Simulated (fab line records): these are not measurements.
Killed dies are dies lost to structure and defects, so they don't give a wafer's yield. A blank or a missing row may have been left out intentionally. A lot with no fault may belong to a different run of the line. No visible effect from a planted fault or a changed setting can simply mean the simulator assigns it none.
The tool behind it: which one? | flow n5Finfet | route of 1938 steps, sampled at 1 step: 23 lots, 69 wafers

== WHAT THE GAUGES SHOWED, per wafer ==
N5_MOL_CONTACT_COAG_CD_MEAS_99: the cd target is 17.2 nm.
lot  | measured     | on       | cdNm (nm)
L074 | day 4 18:01  | cdSem-02 | 18.2 17.7 17.8
L075 | day 4 21:50  | cdSem-02 | 17.3 18.0 16.8
L076 | day 5 03:17  | cdSem-02 | 16.7 18.0 16.4
L077 | day 5 09:44  | cdSem-01 | 17.8 16.6 18.2
L078 | day 5 19:57  | cdSem-02 | 17.3 18.2 18.2
L079 | day 5 21:08  | cdSem-02 | 17.2 18.2 16.7
L080 | day 6 04:17  | cdSem-03 | 16.8 18.2 17.3
L081 | day 6 09:54  | cdSem-01 | 18.0 18.0 17.4
L082 | day 6 16:40  | cdSem-03 | 17.7 17.8 16.4
L083 | day 6 22:52  | cdSem-03 | 17.5 17.1 17.5
L084 | day 7 03:53  | cdSem-01 | 18.0 17.0 16.7
L085 | day 7 11:26  | cdSem-03 | 17.8 17.1 17.2
L087 | day 7 22:04  | cdSem-01 | 17.8 16.2 17.9
L088 | day 8 03:26  | cdSem-02 | 17.3 17.4 17.4
L089 | day 8 09:35  | cdSem-01 | 17.1 18.2 17.3
L090 | day 8 15:34  | cdSem-01 | 17.1 17.5 17.8
L091 | day 9 01:55  | cdSem-01 | 17.6 17.3 16.9
L092 | day 9 04:49  | cdSem-03 | 17.5 18.2 17.7
L093 | day 9 16:13  | cdSem-03 | 18.1 17.4 17.2
L094 | day 9 18:16  | cdSem-02 | 17.1 17.8 17.4
L095 | day 10 04:11 | cdSem-01 | 16.1 17.5 16.5
L096 | day 10 05:59 | cdSem-02 | 17.1 16.6 17.2
L097 | day 10 12:08 | cdSem-02 | 17.1 16.6 16.5

== WHICH TOOL RAN EACH LOT (tool, then ch and the chambers of the sampled wafers, then the start) ==
Record: no process step prior to these readings.

== WHAT THE TOOLS THEMSELVES READ (means of the sampled wafers that have a number; where no wafer has one, the mark that the record gives instead) ==
The record holds no such reading with a usual standard deviation.

== THE ANSWER, worked out from the rows above alone ==
Rule: the lots themselves supply what counts as usual. The widest of any qualifying gaps counts: lots, ordered by their means at a reading, are off when they make up no more than a third of the lots, leave a main group of 4 or more, and stand apart from it by 3 or more times the standard deviation of that group's means. If all means in a main group match to the digits the tables above print for the reading, that group is not used. Also off: a lot with no number at a reading for which 4 or more lots have one. Where the step has rows for the other lots, those lots are counted as sound. Order of review: gauges by route order, followed by the tools' own readings, for which a lot's mean as printed above is used. The first step at which some lot is off is used, and at that step the reading that is off furthest; a lot without a number counts as furthest.
Nothing can be told from this: no lot is off at any reading shown.

== WHAT THE SIMULATOR PUT IN ==
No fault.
